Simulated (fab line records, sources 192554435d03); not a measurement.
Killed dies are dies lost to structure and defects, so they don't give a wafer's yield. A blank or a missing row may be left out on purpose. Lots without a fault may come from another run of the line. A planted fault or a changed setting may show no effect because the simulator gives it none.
A struck lot beside a sound one | flow n5_finfet | 18 steps out of a route of 1938
Sound: wafers L860.2, L860.4, L860.6. Struck: wafer L878.2. (L878.5 of the same lot was not struck and is left out.) The cause comes at the end.
At each step with rows: each side's tool, then ch and its chambers, then its first start. Under that, the readings that differ: sound wafers | struck wafers | difference of the means | sigmas: that difference in standard deviations of wafers without a fault.
alike: readings whose means differ by less than 2 such deviations, and words and numbers that are the same on both sides. not compared: withheld readings, readings that some wafer has no value for, bounds like >300 that may hide the same value, and numbers for which the record gives no deviation and whose values overlap.
The two part at a step that has a row with sigmas, a row that says differs or no value, or rows on one side only. Numbers that don't overlap but have no deviation are shown without sigmas and don't part them. A reading that every wafer of one side lacks parts them only if that side has two wafers or more.

first, 11 steps without rows for these wafers: N5_FIN_SAQP_DESCUM_21 (chemistry O2, time 7.9 s); N5_FIN_SAQP_ETCH_51 (etches SiARC in CF4, target depth 45.5 nm, time 75.8 s); N5_FIN_SAQP_ETCH_52 (etches SOC in N2/H2, target depth 100 nm, overetch 20 nm, time 150 s); N5_FIN_SAQP_STRIP_53 (strips in N2/H2); N5_FIN_SAQP_HM_OPEN_73 (chemistry CHF3/O2, target SiO2, stops on a-Si, target depth 12 nm, time 16.8 s); N5_FIN_SAQP_STRIP_74 (strips in CHF3/O2); N5_FIN_SAQP_MANDREL_ETCH_22 (etches a-Si in HBr/Cl2, stops on SiNx, target depth 60 nm, bt time 10 s, time 30 s); N5_FIN_SAQP_STRIP_55 (strips in N2/H2); N5_FIN_SAQP_STRIP_23 (strips in SPM, time 750 s); N5_FIN_SAQP_SRD_66 (time 30 s); N5_FIN_SAQP_RECESS_75 (chemistry HF/NH3, target SiO2, target depth 14.4 nm, afs cycles 3, sublimation time 60 s).
N5_FIN_SAQP_SPACER1_ALD_24: deposits SiO2, target thk 20.3 nm, pulse time 1 s, purge time 2 s.
  sound on ald_sin-04 ch 0,2,3, day 3 01:40; struck on ald_sin-04 ch 1, day 7 11:10
  reading                                           | sound          | struck | difference | sigmas
  ald_cycles                                        | 218 218 218    | 188    | -30        |
  model.SiO2_of_FIN_SAQP_SPACER1_ALD_24.thk_nm (nm) | 20.4 20.4 20.4 | 17.4   | -3.0       |
  alike: heater_power_w, precursor_pulse_height_rel
then, 1 step without rows for these wafers: N5_FIN_SAQP_SPACER1_ETCHBACK_25 (etches SiO2 in CHF3/O2, target depth 24.4 nm, time 12.2 s).
N5_FIN_SAQP_MANDREL1_REMOVE_56: chemistry HBr/Cl2/O2, target a-Si, stops on SiNx, bt time 10 s.
  sound on rie_si-04 ch 1,3, day 3 02:39; struck on rie_si-02 ch 1, day 7 12:05
  reading                   | sound          | struck | difference | sigmas
  model.FIN_SAQP.cd_nm (nm) | 20.4 20.4 20.2 | 17.4   | -2.9       |
  alike: O2_flow_sccm, drypump_motor_current_A, oes_product_au, rf_fwd_power_W, throttle_valve_pct
  not compared: rf_hours_counter_h
N5_FIN_SAQP_CD_MEAS_27: target cd 20 nm.
  sound on cd_sem-03 ch 0, day 3 02:46; struck on cd_sem-01 ch 0, day 7 12:11
  reading    | sound             | struck | difference | sigmas
  cd_nm (nm) | 20.31 19.97 20.30 | 17.28  | -2.91      | -12
then, 1 step without rows for these wafers: N5_FIN_SAQP_ETCH_57 (etches SiNx in CH3F/O2, target depth 32.5 nm, time 46.4 s).
-- the record jumps here: 6 days lie between the struck wafers' starts before and after (it left off in module FIN_SAQP and takes up again in module BEOL_M4, whose first step shown is number 1111 of the route) --
N5_BEOL_M4_RC_MEAS_101:
  sound on prober-01 ch 0, day 8 13:40; struck on prober-01 ch 0, day 13 10:40
  alike: DIBL_N, DIBL_P, IOFF_N, IOFF_P, ION_N, ION_P, SS_N, SS_P, VT_N, VT_P
-- the record jumps here: 4 days lie between the struck wafers' starts before and after (it left off in module BEOL_M4 and takes up again in module PASSIVATION, whose first step shown is number 1936 of the route) --
N5_PASSIVATION_PROBE_49:
  sound on prober-02, day 12 22:15; struck on prober-01, day 17 15:44
  reading         | sound    | struck | difference | sigmas
  killed_at_other | 3 1 2    | 12     | +10        | +4
  killed_on_rim   | 13 11 10 | 35     | +24        | +6
  alike: defect_limited_yield, killed_at_M0_to_M3, killed_at_M4_up, killed_at_contacts, killed_at_front_end, killed_dies, killed_open, killed_short, sort_bin_5_function, sort_bin_6_memory, sort_n_pass, sort_yield_pct

WHERE THEY PART
First at N5_FIN_SAQP_CD_MEAS_27; last, within this record, at N5_PASSIVATION_PROBE_49.

WHY: what the simulator had put in
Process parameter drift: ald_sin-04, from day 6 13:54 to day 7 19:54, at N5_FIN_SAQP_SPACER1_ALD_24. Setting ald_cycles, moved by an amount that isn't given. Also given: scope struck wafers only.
